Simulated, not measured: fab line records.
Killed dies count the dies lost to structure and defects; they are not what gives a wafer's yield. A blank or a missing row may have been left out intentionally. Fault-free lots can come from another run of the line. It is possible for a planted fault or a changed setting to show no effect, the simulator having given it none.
Chamber matching / flow nandHarc / rieDiel-01 running NHARC_P_CONTACT_ETCH_35: 4 sister chambers
The step etches the open film in CF4, target depth 39 nm, time 65 s. 4 wafers are shown with their chamber, then 11 later ones without.

## WAFERS WITH THEIR CHAMBER
wafer=L084.6; chamber=2; drypumpMotorCurrentA (A)=4.9
wafer=L088.6; chamber=3; drypumpMotorCurrentA (A)=6.8
wafer=L087.1; chamber=1; drypumpMotorCurrentA (A)=5.5
wafer=L089.1; chamber=0; drypumpMotorCurrentA (A)=5.1

## WAFERS WITH NO CHAMBER GIVEN
wafer=L089.4; drypumpMotorCurrentA (A)=4.9
wafer=L089.6; drypumpMotorCurrentA (A)=6.8
wafer=L091.4; drypumpMotorCurrentA (A)=5.5
wafer=L091.5; drypumpMotorCurrentA (A)=5.5
wafer=L091.6; drypumpMotorCurrentA (A)=5.1
wafer=L095.1; drypumpMotorCurrentA (A)=6.7
wafer=L095.3; drypumpMotorCurrentA (A)=5.1
wafer=L095.6; drypumpMotorCurrentA (A)=5.1
wafer=L097.3; drypumpMotorCurrentA (A)=4.9
wafer=L097.4; drypumpMotorCurrentA (A)=6.8
wafer=L097.6; drypumpMotorCurrentA (A)=4.9

## THE CHAMBER EACH PASSED THROUGH
wafer=L089.4; from the rows above=2; in truth=2
wafer=L089.6; from the rows above=3; in truth=3
wafer=L091.4; from the rows above=1; in truth=1
wafer=L091.5; from the rows above=1; in truth=1
wafer=L091.6; from the rows above=0; in truth=0
wafer=L095.1; from the rows above=3; in truth=3
wafer=L095.3; from the rows above=0; in truth=0
wafer=L095.6; from the rows above=0; in truth=0
wafer=L097.3; from the rows above=2; in truth=2
wafer=L097.4; from the rows above=3; in truth=3
wafer=L097.6; from the rows above=2; in truth=2
11 of 11 placed correctly. Can't be placed from these rows: 0. Placed wrongly: 0.
How it was worked out, from the rows above alone: a wafer's distance from a chamber is the root of the sum, over the readings, of the square of ((its reading less the chamber's mean) divided by the reading's scatter). The wafer belongs to the nearest chamber; if the next one is less than 2 further off, it can't be placed. For every chamber, the mean is computed from those of its wafers that are shown. The scatter (one wafer shown for each chamber): square how far every hidden wafer sits from the nearest shown wafer, average those squares and take the square root.
